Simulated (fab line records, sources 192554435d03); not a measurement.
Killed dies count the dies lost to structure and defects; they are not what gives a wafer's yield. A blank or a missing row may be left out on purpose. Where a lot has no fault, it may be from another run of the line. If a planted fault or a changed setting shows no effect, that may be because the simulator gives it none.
Chamber matching | flow n5-finfet | N5_BEOL_M1_ALD_84 on ald-metal-01 has 4 sister chambers
The step deposits TaN, pulse time 2 s, purge time 3 s, co reactant purge time 2 s. 8 wafers are shown with their chamber, then 7 later ones without.

EACH WAFER AND ITS CHAMBER
wafer  | chamber | heater-power-w (W) | precursor-vessel-temp-c (C)
L079.2 | 0       | 395                | 75.01
L079.3 | 1       | 512                | 74.99
L079.4 | 2       | 479                | 74.96
L083.2 | 0       | 418                | 74.87
L083.5 | 3       | 482                | 74.99
L083.6 | 2       | 473                | 74.83
L082.1 | 3       | 501                | 75.03
L082.4 | 1       | 505                | 75.04

WAFERS WITH NO CHAMBER GIVEN
wafer  | heater-power-w (W) | precursor-vessel-temp-c (C)
L082.5 | 479                | 75.12
L084.1 | 516                | 74.91
L084.4 | 498                | 74.94
L084.5 | 473                | 75.02
L095.2 | 486                | 74.98
L095.3 | 477                | 74.94
L095.6 | 486                | 74.92

WHICH CHAMBER EACH ONE RAN IN
wafer  | from the rows above          | in truth
L082.5 | can't be placed: 3 or 1 or 2 | 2
L084.1 | can't be placed: 1 or 3      | 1
L084.4 | can't be placed: 3 or 1 or 2 | 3
L084.5 | can't be placed: 3 or 2 or 1 | 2
L095.2 | can't be placed: 3 or 2 or 1 | 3
L095.3 | can't be placed: 2 or 3      | 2
L095.6 | can't be placed: 2 or 3 or 1 | 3
Placed correctly: 0 of 7. Cannot be placed on the basis of these rows: 7; the candidates contain the true chamber in 7. Number placed wrongly: 0.
How it was worked out, from the rows above alone: a wafer's distance from a chamber is the root of the sum, over the readings, of the square of ((its reading less the chamber's mean) divided by the reading's scatter). The wafer belongs to the nearest chamber; if the next one is less than 2 further off, it can't be placed. Each chamber's mean is taken over the wafers shown for it. The scatter is the square root of a quotient: the sum, over the shown wafers, of each reading's squared deviation from its chamber's mean, divided by wafers minus chambers.
